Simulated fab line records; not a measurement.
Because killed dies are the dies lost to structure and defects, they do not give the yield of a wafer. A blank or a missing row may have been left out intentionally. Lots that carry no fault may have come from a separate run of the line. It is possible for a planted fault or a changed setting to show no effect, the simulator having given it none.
Comparing a struck lot with a sound one ; flow nand_harc ; 11 steps out of a route of 1302
Sound: wafers L635.2, L635.3, L635.5. Wafers L630.3, L630.4, L630.5 were the ones struck. Last of all comes the cause.
At each step with rows: each side's tool, then ch and its chambers, then its first start. Under that, the readings that differ: sound wafers ; struck wafers ; difference of the means ; sigmas: that difference in standard deviations of wafers without a fault.
alike: words and numbers the same on both sides, and readings whose means are apart by under 2 such deviations; not compared: readings that were withheld, readings missing a value for some wafer, numbers with overlapping values and no deviation given by the record, and bounds like >300 which may hide the same value.
Wherever a step has rows on one side only, a row that says differs or no value, or a row with sigmas, the two part there. Numbers that don't overlap but have no deviation are shown without sigmas and don't part them. A reading that every wafer of one side lacks parts them only if that side has two wafers or more.

first, 1 step without rows for these wafers: NHARC_A_WL_FILL_CVD_23 (deposits poly-Si, target thk 40 nm, time 800 s).
NHARC_A_WL_FILL_ETCHBACK_26: etches the open film in HBr, target depth 52 nm, time 13.3 s.
  sound on rie_si-02 ch 0,1,3, day 27 05:16; struck on rie_si-06 ch 1,2,3, day 25 23:46
  alike: drypump_motor_current_A, oes_product_au, throttle_valve_pct
  not compared: rf_hours_counter_h
then, 2 steps without rows for these wafers: NHARC_A_WL_FILL_PRECLEAN_30 (cleans in dHF, time 10 s); NHARC_A_WL_FILL_SRD_14.
NHARC_A_WL_FILL_ALD_19: deposits TiN, target thk 2 nm, pulse time 3 s, ald cycles 100.
  sound on ald_metal-01 ch 1,2, day 27 05:30; struck on ald_metal-03 ch 0,2,3, day 26 00:03
  alike: heater_power_w, precursor_pulse_height_rel
NHARC_A_WL_FILL_CVD_20: deposits W, target thk 100 nm, time 74 s.
  sound: cvd_w-02 ch 0,1; struck: cvd_w-01 ch 0,1
  alike: heater_power_w, mfc_wf6_sccm, throttle_valve_pct
NHARC_A_WL_FILL_CMP_12: polishes, t overpolish 30 s, target thk 100 nm.
  sound on cmp-02 ch 0,1,3, day 27 05:54; struck on cmp-04 ch 0,1, day 26 00:26
  alike: motor_current_A, overpolish_run_s, time_to_endpoint_s
then, 1 step without rows for these wafers: NHARC_A_WL_FILL_SRD_31.
NHARC_A_WL_FILL_INSPECT_15:
  sound on defect_inspect-02 at day 27 06:21; struck on defect_inspect-01 at day 26 00:54
  alike: raw_defect_count
NHARC_A_CONTACT_DEP_24: deposits SiO2, target thk 500 nm.
  sound on pecvd-01 ch 0,1,2, day 27 06:25; struck on pecvd-01 ch 0,1, day 26 01:05
  no value came back on the struck wafers for chamber_pressure_Torr (Torr), flow_sccm (sccm), heater_power_w (W), throttle_valve_pct (%); on the sound wafers chamber_pressure_Torr (Torr) reads 6.527 6.495 6.508
-- the record jumps here: 4 days lie between the struck wafers' starts before and after (it left off in module A_CONTACT and takes up again in module END, whose first step shown is number 1302 of the route) --
NHARC_END_SORT_01:
  at this point the record logs the struck wafers (prober-02 ch 0, day 29 14:22) and has no rows for the sound ones

== WHERE THEY PART ==
At NHARC_A_CONTACT_DEP_24 first; at NHARC_END_SORT_01 last (within this record only).

WHY: what the simulator had put in
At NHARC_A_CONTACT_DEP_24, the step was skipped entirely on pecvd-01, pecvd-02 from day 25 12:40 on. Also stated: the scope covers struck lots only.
